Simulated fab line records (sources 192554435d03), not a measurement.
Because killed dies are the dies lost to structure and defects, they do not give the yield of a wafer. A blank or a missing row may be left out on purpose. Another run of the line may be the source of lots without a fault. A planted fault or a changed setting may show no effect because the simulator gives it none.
fab line records ; flow n5Finfet
[record] lots = 5; wafers = 15; lastDay = 15
route steps=1938 shown BEOL_M6@1200 PASSIVATION@1936
lots with no fault: from the same line, run without faults
startH: start of the lot's first displayed wafer, in hours after the record's first day ; waitH: how many hours have passed since the lot's step before this one ; " as in the row above ; L1.1+2: a row that stands for several wafers ; - no value, or no start was given ; * or withheld: withheld ; < > ~ a bound
route shown NAME@n: NAME is a module with steps in the file, n the number in the route of the first one ; usual: average and standard deviation across the fault-free wafers ; same: alike in all rows ; chamber/n: place in a boat ; sites: per-site readings ; _std_site: standard deviation across them ; _edge_site: inner sites' mean taken away from outer sites' mean ; radiusMm: for every site, how far away it sits from the centre of the wafer ; mask NAME#n: copy n ; behind: tool/chamber where the wafer was last shaped ; hold: cause of the lot's hold/its duration in hours/its outcome ; device: names the non-switching transistor (n, p or np) ; end of line: at the end of the route, the tests of the same wafers ; a step given without rows: its recipe and nothing more ; killed: at the first sort, the dies lost to defects and structure; wafer yield is something else ; map: a wafer's dies, marking killed ones x, the rest . and places with no die _
set.NAME: setting as actually run; set.NAME@STEP: the setting as run at that earlier step ; model.NAME: the simulator's own value behind a step, which no gauge read
lots at some steps of the route; a table a step, a row a wafer
services: the hour from which a tool's chamber was out of use, counted from the record's first day as startH (under 0 if before that day), plus the number of hours and why
[[steps]]
[step N5_BEOL_M6_COAT_60]
[recipe] resist = SiARC; tempC = 220; timeS = 60; spinRpm = 1500; resistThkNm = 35
[step N5_BEOL_M6_COAT_05]
[recipe] resist = CAR-ArF; spinRpm = 1500; resistThkNm = 90
[step N5_BEOL_M6_EBR_07]
[recipe] solvent = PGMEA; ebrWidthMm = 1.5
[step N5_BEOL_M6_SOFTBAKE_06]
[recipe] tempC = 110; timeS = 60; resist = CAR-ArF
[step N5_BEOL_M6_EXPOSE_08]
[recipe] maskId = M6; na = 1.35; sourceShape = dipole; sigmaInner = 0.817; sigmaOuter = 0.97; polarization = te; doseMj = 68.25
[step N5_BEOL_M6_PEB_09]
[recipe] pebTempC = withheld; pebTimeS = 60; resist = CAR-ArF
[step N5_BEOL_M6_DEVELOP_10]
[recipe] developTimeS = 30; developer = TMAH; resist = CAR-ArF; rinseLiquid = diw; dry = airSpin; devTempC = 23
[step N5_BEOL_M6_CD_MEAS_11]
[recipe] targetCdNm = 38.5; landingEnergyEv = 500; detector = seInlens; polarity = opening
[usual] cdNm = 38.8/0.56
lot.wafer;tool;chamber;startH;waitH;cdNm
L843.3;cdSem-03;0;172.50;-;38.7
L843.5;cdSem-03;0;172.50;-;38.4
L843.6;cdSem-03;0;172.50;-;38.4
L847.1;cdSem-03;0;203.80;-;39.5
L847.4;cdSem-03;0;203.80;-;39.4
L847.6;cdSem-03;0;203.80;-;39.3
L856.2;cdSem-01;0;259.63;-;39.4
L856.3;cdSem-01;0;259.63;-;39.2
L856.6;cdSem-01;0;259.63;-;38.7
L857.2;cdSem-01;0;266.06;-;38.3
L857.4;cdSem-01;0;266.06;-;38.9
L857.5;cdSem-01;0;266.06;-;38.6
L859.1;cdSem-01;0;278.76;-;38.8
L859.2;cdSem-01;0;278.76;-;38.9
L859.3;cdSem-01;0;278.76;-;38.3
[step N5_BEOL_M6_OVL_MEAS_12]
[recipe] pointsPerWafer = 44
[usual] M6_OVL = 0.0/0.71
lot.wafer;tool;chamber;startH;waitH;M6_OVL[nm]
L843.3;overlay-02;0;172.53;0.0;-0.3
L843.5;overlay-02;0;172.53;0.0;-0.5
L843.6;overlay-02;0;172.53;0.0;0.9
L847.1;overlay-02;0;203.83;0.0;-0.7
L847.4;overlay-02;0;203.83;0.0;-0.2
L847.6;overlay-02;0;203.83;0.0;-0.4
L856.2;overlay-01;0;259.66;0.0;0.3
L856.3;overlay-01;0;259.66;0.0;0.0
L856.6;overlay-01;0;259.66;0.0;-1.5
L857.2;overlay-01;0;266.09;0.0;-0.7
L857.4;overlay-01;0;266.09;0.0;0.2
L857.5;overlay-01;0;266.09;0.0;1.7
L859.1;overlay-01;0;278.79;0.0;-0.5
L859.2;overlay-01;0;278.79;0.0;0.2
L859.3;overlay-01;0;278.79;0.0;-0.6
[step N5_BEOL_M6_INSPECT_13]
[recipe] mode = adi; inspectInstrument = brightfield
[usual] rawDefectCount = 381/89
lot.wafer;tool;chamber;startH;waitH;rawDefectCount
L843.3;defectInspect-02;-;172.55;0.0;268
L843.5;defectInspect-02;-;172.55;0.0;303
L843.6;defectInspect-02;-;172.55;0.0;195
L847.1;defectInspect-01;-;203.86;0.0;409
L847.4;defectInspect-01;-;203.86;0.0;519
L847.6;defectInspect-01;-;203.86;0.0;345
L856.2;defectInspect-01;-;259.68;0.0;357
L856.3;defectInspect-01;-;259.68;0.0;443
L856.6;defectInspect-01;-;259.68;0.0;395
L857.2;defectInspect-02;-;266.11;0.0;335
L857.4;defectInspect-02;-;266.11;0.0;356
L857.5;defectInspect-02;-;266.11;0.0;209
L859.1;defectInspect-02;-;278.81;0.0;481
L859.2;defectInspect-02;-;278.81;0.0;417
L859.3;defectInspect-02;-;278.81;0.0;366
[step N5_BEOL_M6_DESCUM_16]
[recipe] chemistry = O2; timeS = 7.9; sourcePowerW = 50; biasPowerW = 20; pressureMtorr = 20; rfFrequencyHz = 2.712e+07; tempC = 40; resist = CAR-ArF; o2FlowSccm = 225
[usual] biasPowerW = 20.00/0.061; drypumpMotorCurrentA = 5.8/0.49; oesProductAu = 0.77/0.081; rfVppV = 243.4/1.6; showerheadPlenumPTorr = 2.11/0.08; tempC = 40.00/0.11; throttleValvePct = 20.45/0.18
lot.wafer;tool;chamber;startH;waitH;biasPowerW;drypumpMotorCurrentA;oesProductAu;rfHoursCounterH;rfVppV;showerheadPlenumPTorr;tempC;throttleValvePct
L843.3;rieDiel-03;0;172.58;0.0;19.92;6.3;0.72;178;244.1;2.18;40.06;20.74
L843.5;rieDiel-03;3;172.58;0.0;20.06;5.7;0.69;-;242.5;2.13;39.96;20.64
L843.6;rieDiel-03;2;172.58;0.0;20.00;6.0;0.78;-;241.9;2.00;39.99;20.33
L847.1;rieDiel-01;1;204.16;0.3;20.01;5.7;0.70;209;238.8;2.00;40.21;20.49
L847.4;rieDiel-01;3;204.16;0.3;19.97;5.7;0.72;199;244.4;2.13;40.04;20.27
L847.6;rieDiel-01;0;204.16;0.3;20.07;6.5;0.83;-;242.5;2.15;40.13;20.47
L856.2;rieDiel-01;0;259.82;0.1;20.06;6.5;0.80;108;242.5;2.15;40.01;20.50
L856.3;rieDiel-01;1;259.82;0.1;19.96;5.7;0.69;236;241.8;1.99;39.97;20.52
L856.6;rieDiel-01;2;259.82;0.1;20.10;5.0;0.89;-;244.5;2.21;39.95;20.45
L857.2;rieDiel-03;0;266.15;0.0;19.99;6.3;0.69;224;244.4;2.16;39.96;20.81
L857.4;rieDiel-03;2;266.15;0.0;19.98;6.0;0.75;192;241.8;1.98;39.94;20.41
L857.5;rieDiel-03;3;266.15;0.0;20.00;5.6;0.66;-;243.4;2.11;39.95;20.72
L859.1;rieDiel-04;1;278.84;0.0;20.00;5.8;0.87;46;243.3;2.04;39.65;20.34
L859.2;rieDiel-04;3;278.84;0.0;20.09;5.0;0.71;214;240.5;1.98;39.86;20.51
L859.3;rieDiel-04;2;278.84;0.0;19.95;5.1;0.81;75;245.3;2.17;39.88;19.99
[step N5_BEOL_M6_ETCH_61]
[recipe] chemistry = CF4; target = SiARC; targetDepthA = 455; maskMaterial = CAR-ArF; timeS = 75.8; ionEnergyEv = 80; pressureMtorr = 40; sourceW = 545; biasW = 36; Ar_flow_sccm = 100; cf4FlowSccm = 100; ends = cleared
[usual] cf4FlowSccm = 100.0/0.31; drypumpMotorCurrentA = 5.8/0.49; etchRfOnTimeS = 75.4/1.9; oesProductAu = 0.65/0.068; rfVppV = 184.3/1.3; showerheadPlenumPTorr = 2.17/0.087; throttleValvePct = 15.70/0.21
lot.wafer;tool;chamber;startH;waitH;cf4FlowSccm;drypumpMotorCurrentA;etchRfOnTimeS;oesProductAu;rfHoursCounterH;rfVppV;showerheadPlenumPTorr;throttleValvePct
L843.3;rieDiel-03;0;172.62;0.0;99.7;6.3;77.1;0.61;178;185.9;2.22;15.90
L843.5;rieDiel-03;3;172.62;0.0;100.0;5.6;77.5;0.58;-;183.3;2.23;16.18
L843.6;rieDiel-03;2;172.62;0.0;100.0;6.0;73.1;0.67;-;181.9;2.06;15.56
L847.1;rieDiel-01;1;204.20;0.0;99.9;5.7;75.2;0.60;209;183.4;2.04;15.62
L847.4;rieDiel-01;3;204.20;0.0;99.4;5.7;76.3;0.62;199;185.0;2.21;15.67
L847.6;rieDiel-01;0;204.20;0.0;100.2;6.5;75.3;0.69;-;184.7;2.18;15.42
L856.2;rieDiel-01;0;259.85;0.0;99.9;6.5;75.4;0.66;108;185.4;2.17;15.46
L856.3;rieDiel-01;1;259.85;0.0;99.8;5.7;77.3;0.58;236;181.9;2.03;15.68
L856.6;rieDiel-01;2;259.85;0.0;100.5;5.0;76.0;0.74;-;186.9;2.28;15.72
L857.2;rieDiel-03;0;266.18;0.0;99.7;6.3;79.1;0.58;224;186.2;2.20;15.98
L857.4;rieDiel-03;2;266.18;0.0;100.1;6.0;73.1;0.64;192;183.3;2.04;15.67
L857.5;rieDiel-03;3;266.18;0.0;100.4;5.6;78.1;0.56;-;185.3;2.21;16.27
L859.1;rieDiel-04;1;278.88;0.0;100.1;5.8;75.2;0.76;46;183.1;2.08;15.41
L859.2;rieDiel-04;3;278.88;0.0;99.9;5.0;72.6;0.61;214;183.4;2.05;15.79
L859.3;rieDiel-04;2;278.88;0.0;100.1;5.1;70.5;0.71;75;186.2;2.26;15.43
[step N5_BEOL_M6_ETCH_62]
[recipe] chemistry = N2/H2; target = SOC; targetDepthA = 1100; overetchA = 220; maskMaterial = SiARC; tempC = 40; timeS = 165; ionEnergyEv = 200; pressureMtorr = 30; sourceW = 840; biasW = 150; n2FlowSccm = 200; h2FlowSccm = 200
[usual] drypumpMotorCurrentA = 5.8/0.49; oesProductAu = 0.65/0.064; rfVppV = 524.7/3; showerheadPlenumPTorr = 2.58/0.11; tempC = 40.00/0.097; throttleValvePct = 17.94/0.25
lot.wafer;tool;chamber;startH;waitH;drypumpMotorCurrentA;oesProductAu;rfHoursCounterH;rfVppV;showerheadPlenumPTorr;tempC;throttleValvePct;model.SiARC_of_BEOL_M6_COAT_60.thkNm
L843.3;rieDiel-03;0;172.68;0.0;6.3;0.62;178;525.7;2.65;40.02;18.22;28.4
L843.5;rieDiel-03;3;172.68;0.0;5.6;0.59;-;526.9;2.61;40.01;18.19;28.4
L843.6;rieDiel-03;2;172.68;0.0;6.0;0.66;-;519.8;2.43;40.03;17.66;28
L847.1;rieDiel-01;1;204.25;0.0;5.7;0.60;209;521.4;2.42;40.09;17.93;28
L847.4;rieDiel-01;3;204.25;0.0;5.7;0.62;199;528.3;2.67;40.05;18.15;27.8
L847.6;rieDiel-01;0;204.25;0.0;6.5;0.69;-;525.2;2.58;40.01;17.67;27.8
L856.2;rieDiel-01;0;259.91;0.0;6.5;0.62;108;525.4;2.57;39.85;17.70;27.4
L856.3;rieDiel-01;1;259.91;0.0;5.7;0.59;236;518.8;2.41;39.98;17.97;28.2
L856.6;rieDiel-01;2;259.91;0.0;5.1;0.75;-;528.5;2.71;40.11;18.04;28.2
L857.2;rieDiel-03;0;266.24;0.0;6.2;0.58;224;527.2;2.63;39.96;18.31;28.6
L857.4;rieDiel-03;2;266.24;0.0;6.0;0.62;192;520.1;2.41;39.86;17.73;28
L857.5;rieDiel-03;3;266.24;0.0;5.6;0.57;-;526.7;2.59;40.20;18.25;28.4
L859.1;rieDiel-04;1;278.94;0.0;5.8;0.74;46;522.3;2.47;40.00;17.74;28.6
L859.2;rieDiel-04;3;278.94;0.0;5.0;0.59;214;519.6;2.44;39.86;18.08;28
L859.3;rieDiel-04;2;278.94;0.0;5.1;0.68;75;528.0;2.66;40.08;17.50;27.6
[step N5_BEOL_M6_STRIP_68]
[recipe] chemistry = N2/H2; tempC = 40; n2FlowSccm = 200; h2FlowSccm = 200; rfFrequencyHz = 6e+07
[step N5_BEOL_M6_STRIP_67]
[recipe] chemistry = CF4; resist = SiARC; powerW = 300; biasPowerW = 75; pressureMtorr = 50; cf4FlowSccm = 150; rfFrequencyHz = 6e+07
[usual] biasPowerW = 74.96/0.21; cf4FlowSccm = 150.0/0.47; drypumpMotorCurrentA = 5.8/0.48; oesProductAu = 0.76/0.075; rfVppV = 271.5/1.7; showerheadPlenumPTorr = 1.82/0.075; throttleValvePct = 13.67/0.23
lot.wafer;tool;chamber;startH;waitH;biasPowerW;cf4FlowSccm;drypumpMotorCurrentA;oesProductAu;rfHoursCounterH;rfVppV;showerheadPlenumPTorr;throttleValvePct
L843.3;rieDiel-03;0;172.82;0.0;75.33;149.1;6.3;0.72;178;272.4;1.86;13.89
L843.5;rieDiel-03;3;172.82;0.0;75.30;149.9;5.6;0.70;-;272.0;1.88;14.18
L843.6;rieDiel-03;2;172.82;0.0;74.67;150.4;6.0;0.78;-;270.0;1.72;13.54
L847.1;rieDiel-01;1;204.40;0.0;75.18;150.4;5.7;0.71;209;267.8;1.71;13.61
L847.4;rieDiel-01;3;204.40;0.0;75.07;150.2;5.7;0.73;199;272.3;1.85;13.66
L847.6;rieDiel-01;0;204.40;0.0;75.37;150.9;6.5;0.81;-;270.5;1.82;13.33
L856.2;rieDiel-01;0;260.05;0.0;74.92;149.9;6.5;0.78;108;272.5;1.81;13.41
L856.3;rieDiel-01;1;260.05;0.0;74.81;150.2;5.7;0.69;236;268.7;1.70;13.68
L856.6;rieDiel-01;2;260.05;0.0;74.70;150.5;5.0;0.88;-;273.4;1.92;13.66
L857.2;rieDiel-03;0;266.38;0.0;75.17;150.4;6.2;0.69;224;270.6;1.85;13.99
L857.4;rieDiel-03;2;266.38;0.0;75.25;150.5;6.0;0.74;192;270.0;1.71;13.67
L857.5;rieDiel-03;3;266.38;0.0;74.85;150.7;5.6;0.67;-;271.0;1.87;14.27
L859.1;rieDiel-04;1;279.08;0.0;75.11;150.5;5.9;0.87;46;271.9;1.73;13.31
L859.2;rieDiel-04;3;279.08;0.0;74.89;149.7;5.1;0.70;214;268.7;1.72;13.76
L859.3;rieDiel-04;2;279.08;0.0;75.09;150.8;5.1;0.80;75;272.7;1.89;13.37
[step N5_BEOL_M6_HM_OPEN_17]
[recipe] chemistry = Cl2/BCl3; targetDepthA = 200; overetchA = 60; target = TiN; maskMaterial = SOC; ionEnergyEv = 150; pressureMtorr = 10; icpW = 1000; biasW = 126; Cl2_flow_sccm = 53.25; bcl3FlowSccm = 21.75; Ar_flow_sccm = 25
[usual] drypumpMotorCurrentA = 5.8/0.58; oesProductAu = 0.65/0.074; throttleValvePct = 22.31/0.11
lot.wafer;tool;chamber;startH;waitH;drypumpMotorCurrentA;oesProductAu;rfHoursCounterH;throttleValvePct;model.etch.depthNm
L843.3;rieMetal-02;0;172.92;0.1;5.5;0.53;-;22.29;20.22
L843.5;rieMetal-02;0;172.92;0.1;5.5;0.53;-;22.28;19.99
L843.6;rieMetal-02;0;172.92;0.1;5.5;0.53;-;22.28;20.21
L847.1;rieMetal-03;0;204.44;0.0;5.2;0.69;31;22.14;20.16
L847.4;rieMetal-03;0;204.44;0.0;5.2;0.69;-;22.13;20.47
L847.6;rieMetal-03;0;204.44;0.0;5.2;0.70;-;22.14;20.29
L856.2;rieMetal-03;0;260.09;0.0;5.2;0.64;35;22.23;18.08
L856.3;rieMetal-03;0;260.09;0.0;5.2;0.67;-;22.17;19.7
L856.6;rieMetal-03;1;260.09;0.0;6.6;0.66;-;22.34;19.82
L857.2;rieMetal-03;1;266.42;0.0;6.6;0.65;47;22.36;19.74
L857.4;rieMetal-03;0;266.42;0.0;5.2;0.68;-;22.18;19.67
L857.5;rieMetal-03;1;266.42;0.0;6.6;0.64;-;22.35;19.71
L859.1;rieMetal-01;1;279.12;0.0;5.5;0.55;104;22.28;20.06
L859.2;rieMetal-01;0;279.12;0.0;5.4;0.67;42;22.33;20
L859.3;rieMetal-01;0;279.12;0.0;5.4;0.67;-;22.32;19.77
[step N5_BEOL_M6_STRIP_19]
[recipe] chemistry = O2; powerW = 400; tempC = 40; pressureMtorr = 30; rfFrequencyHz = 6e+07; biasPowerW = 0; overashFraction = 0.2; o2FlowSccm = 225
[usual] drypumpMotorCurrentA = 5.7/0.47; oesProductAu = 0.77/0.083; rfVppV = 3.7/0.56; showerheadPlenumPTorr = 2.12/0.079; tempC = 40.00/0.11; throttleValvePct = 16.69/0.21
[same] biasPowerW = 0
lot.wafer;tool;chamber;startH;waitH;drypumpMotorCurrentA;oesProductAu;rfHoursCounterH;rfVppV;showerheadPlenumPTorr;tempC;throttleValvePct
L843.3;rieDiel-03;2;173.24;0.3;6.0;0.78;144;4.8;2.00;40.13;16.60
L843.5;rieDiel-03;2;173.24;0.3;6.0;0.77;-;3.9;2.00;40.11;16.59
L843.6;rieDiel-03;3;173.24;0.3;5.6;0.69;-;3.4;2.13;40.00;16.95
L847.1;rieDiel-03;0;204.67;0.2;6.3;0.71;195;3.7;2.17;39.99;16.99
L847.4;rieDiel-03;3;204.67;0.2;5.6;0.69;214;3.1;2.13;39.72;16.96
L847.6;rieDiel-03;2;204.67;0.2;6.0;0.77;-;3.0;2.00;40.05;16.61
L856.2;rieDiel-03;0;260.25;0.1;6.3;0.69;222;3.6;2.16;39.93;17.05
L856.3;rieDiel-03;1;260.25;0.1;5.2;0.83;89;3.9;2.20;40.15;16.44
L856.6;rieDiel-03;1;260.25;0.1;5.2;0.83;-;4.9;2.20;40.16;16.43
L857.2;rieDiel-04;2;266.54;0.1;5.1;0.81;71;3.4;2.17;39.97;16.23
L857.4;rieDiel-04;0;266.54;0.1;5.5;0.85;48;3.9;2.22;39.97;16.64
L857.5;rieDiel-04;1;266.54;0.1;5.8;0.88;-;4.0;2.05;39.88;16.55
L859.1;rieDiel-04;1;279.23;0.1;5.8;0.87;46;3.9;2.04;40.06;16.54
L859.2;rieDiel-04;2;279.23;0.1;5.1;0.81;75;3.6;2.17;40.10;16.25
L859.3;rieDiel-04;0;279.23;0.1;5.5;0.85;53;3.0;2.22;39.95;16.65
[step N5_PASSIVATION_PROBE_49]
[usual] defectLimitedYield = 91.4/1.6; killed_at_M0_to_M3 = 31/11; killed_at_M4_up = 14/5.7; killedAtContacts = 12/6; killedAtFrontEnd = 41/13; killedAtOther = 3.3/2.8; killedDies = 101/19; killedOpen = 67/14; killedShort = 33/8.2; sort_bin_5_function = 5.0/1.1; sort_bin_6_memory = 3.3/0.74; sort_bin_8_speed = 0.0/0.36; sortNPass = 1078/20; sortYieldPct = 91.3/1.7
[same] grossDies = 1180; killedAtBackSide = 0; sort_bin_4_leakage[%] = 0
lot.wafer;tool;chamber;startH;waitH;defectLimitedYield[%];killed_at_M0_to_M3;killed_at_M4_up;killedAtContacts;killedAtFrontEnd;killedAtOther;killedDies;killedOpen;killedShort;sort_bin_5_function[%];sort_bin_6_memory[%];sort_bin_8_speed[%];sortNPass;sortYieldPct[%]
L843.3;prober-02;-;254.85;0.1;93.8;12;13;3;43;2;73;51;22;3.4;2.7;0;1107;93.8
L843.5;prober-02;-;254.95;0.2;93.2;29;6;9;27;9;80;48;31;3.6;2.9;0;1100;93.2
L843.6;prober-02;-;255.00;0.3;93.0;20;8;9;41;5;83;54;28;3.9;2.7;0;1097;93.0
L847.1;prober-02;-;295.69;0.0;90.9;37;16;8;42;4;107;68;39;6.1;2.5;0;1073;90.9
L847.4;prober-02;-;295.84;0.2;92.7;18;18;13;32;5;86;62;24;4.2;3.0;4.3;1043;88.4
L847.6;prober-02;-;295.94;0.3;92.5;18;14;6;48;3;89;56;30;4.2;2.7;0;1091;92.5
L856.2;prober-01;-;354.82;0.1;90.3;32;22;13;44;4;115;89;25;6.1;3.3;0;1065;90.3
L856.3;prober-01;-;354.87;0.1;92.0;23;20;10;32;9;94;60;31;4.7;2.9;0;1086;92.0
L856.6;prober-01;-;355.02;0.3;92.1;41;14;12;23;3;93;60;32;4.1;3.6;0;1087;92.1
L857.2;prober-02;-;360.31;0.1;91.2;36;6;17;37;8;104;68;36;5.5;3.1;0;1076;91.2
L857.4;prober-02;-;360.41;0.2;90.8;24;27;10;37;10;108;67;39;5.0;3.8;0;1072;90.8
L857.5;prober-02;-;360.46;0.2;91.1;35;20;13;32;5;105;65;38;5.3;3.3;0;1075;91.1
L859.1;prober-02;-;368.38;0.0;91.0;34;21;20;31;0;106;73;30;5.7;3.1;0;1074;91.0
// killed by level:class
L843.3 FIN_SAQP:geometricParticle:open=12 FIN_SAQP:geometricParticle:short=10 STI_FIN_REVEAL:geometricParticle:open=8 BEOL_M4:geometricParticle:open=6 BEOL_M2:geometricParticle:open=5 STARTING-WAFER:geometricParticle:open=5 STARTING-WAFER:geometricParticle:short=4 MOL_CONTACT_COAG:geometricParticle:open=3
L843.5 FIN_SAQP:geometricParticle:short=7 BEOL_M2:geometricParticle:open=7 MOL_CONTACT_COAG:geometricParticle:open=6 FIN_SAQP:geometricParticle:open=5 DUMMY_GATE:geometricParticle:open=5 BEOL_M0_SAQP:geometricParticle:open=5 BEOL_M0_SAQP:geometricParticle:short=5 BEOL_M4:geometricParticle:open=4
L843.6 FIN_SAQP:geometricParticle:open=8 STI_FIN_REVEAL:geometricParticle:open=8 MOL_CONTACT_COAG:geometricParticle:open=8 BEOL_M2:geometricParticle:open=7 FIN_SAQP:geometricParticle:short=6 BEOL_M4:geometricParticle:open=4 BEOL_M3:geometricParticle:open=4 DUMMY_GATE:geometricParticle:open=3
L847.1 BEOL_M0_SAQP:geometricParticle:open=18 BEOL_M0_SAQP:geometricParticle:short=12 BEOL_M4:geometricParticle:open=8 FIN_SAQP:geometricParticle:open=7 DUMMY_GATE:geometricParticle:open=6 MOL_CONTACT_COAG:geometricParticle:open=6 STI_FIN_REVEAL:geometricParticle:open=5 GATE_CUT:geometricParticle:short=5
L847.4 FIN_SAQP:geometricParticle:open=11 MOL_CONTACT_COAG:geometricParticle:open=10 BEOL_M4:geometricParticle:open=6 BEOL_M3:geometricParticle:open=5 ILD0:geometricParticle:open=4 STARTING-WAFER:geometricParticle:short=4 FIN_SAQP:geometricParticle:short=3 STI_FIN_REVEAL:geometricParticle:open=3
L847.6 STI_FIN_REVEAL:geometricParticle:open=16 FIN_SAQP:geometricParticle:short=5 STI_FIN_REVEAL:geometricParticle:short=5 MOL_CONTACT_COAG:geometricParticle:open=5 BEOL_M0_SAQP:geometricParticle:short=5 FIN_SAQP:geometricParticle:open=4 BEOL_M4:geometricParticle:open=4 BEOL_M0_SAQP:geometricParticle:open=3
L856.2 STI_FIN_REVEAL:geometricParticle:open=26 BEOL_M4:geometricParticle:open=11 MOL_CONTACT_COAG:geometricParticle:open=10 BEOL_M3:geometricParticle:open=9 BEOL_M0_SAQP:geometricParticle:open=6 BEOL_M1:geometricParticle:open=6 FIN_SAQP:geometricParticle:short=5 DUMMY_GATE:geometricParticle:open=4
L856.3 BEOL_M4:geometricParticle:open=12 BEOL_M3:geometricParticle:open=9 FIN_SAQP:geometricParticle:short=7 STI_FIN_REVEAL:geometricParticle:open=7 MOL_CONTACT_COAG:geometricParticle:open=7 BEOL_M1:geometricParticle:open=5 FIN_SAQP:geometricParticle:open=4 MIM_TOP_ETCH:geometricParticle:short=4
L856.6 BEOL_M0_SAQP:geometricParticle:short=9 BEOL_M1:geometricParticle:open=9 MOL_CONTACT_COAG:geometricParticle:open=8 STI_FIN_REVEAL:geometricParticle:open=6 BEOL_M0_SAQP:geometricParticle:open=6 BEOL_M2:geometricParticle:open=6 BEOL_M4:geometricParticle:open=6 FIN_SAQP:geometricParticle:open=5
L857.2 MOL_CONTACT_COAG:geometricParticle:open=14 FIN_SAQP:geometricParticle:short=10 STI_FIN_REVEAL:geometricParticle:open=8 BEOL_M0_SAQP:geometricParticle:short=8 BEOL_M0_SAQP:geometricParticle:open=6 BEOL_M0:geometricParticle:open=6 BEOL_M3:geometricParticle:open=6 BEOL_M1:geometricParticle:open=5
L857.4 BEOL_M4:geometricParticle:open=11 MOL_CONTACT_COAG:geometricParticle:open=9 BEOL_M0_SAQP:geometricParticle:short=7 FIN_SAQP:geometricParticle:open=6 SPACER0:geometricParticle:open=5 BEOL_M4:geometricParticle:short=5 DUMMY_GATE:geometricParticle:open=4 BEOL_M2:geometricParticle:short=4
L857.5 BEOL_M0_SAQP:geometricParticle:short=10 MOL_CONTACT_COAG:geometricParticle:open=8 BEOL_M0_SAQP:geometricParticle:open=7 BEOL_M4:geometricParticle:open=6 FIN_SAQP:geometricParticle:open=5 BEOL_M3:geometricParticle:open=5 SPACER0:geometricParticle:short=5 MOL_CONTACT_COAG:geometricParticle:short=5
L859.1 BEOL_M4:geometricParticle:open=17 MOL_CONTACT_COAG:geometricParticle:open=16 DUMMY_GATE:geometricParticle:open=8 BEOL_M0_SAQP:geometricParticle:open=6 BEOL_M3:geometricParticle:open=6 BEOL_M1:geometricParticle:open=6 ILD0:geometricParticle:short=4 BEOL_M1:geometricParticle:short=4
[[services]]
tool;chamber;startH;hours;kind
rieDiel-03;0;159.33;1.3;repair
rieMetal-02;1;166.71;-;clean
rieMetal-02;1;166.71;16.0;scheduledDown
rieMetal-02;1;166.71;16.0;ventCycle
rieMetal-02;-;177.63;0.5;repair
rieDiel-04;-;180.48;69.8;repair
rieDiel-03;1;185.26;8.8;repair
rieDiel-03;3;194.43;6.1;repair
rieMetal-01;-;195.47;1.3;repair
[[key]]
firstSign none at tools or gauges
[modelEffect] step = N5_BEOL_M6_ETCH_62; value = SiARC_of_BEOL_M6_COAT_60.thkNm; without = 28; struck = 27.4
[modelEffect] step = N5_BEOL_M6_HM_OPEN_17; value = etch.depthNm; without = 19.87; struck = 18.08
metAt N5_BEOL_M6_ETCH_62
struckWafers L856.2
onsetBetween 204.25 259.91
[fault] kind = processParameterDrift; tool = rieDiel-01; chamber = 0; onsetH = 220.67; steps = N5_BEOL_M6_ETCH_62; channel = timeS; offset = *; shape = step; actsIn = *; stated = *
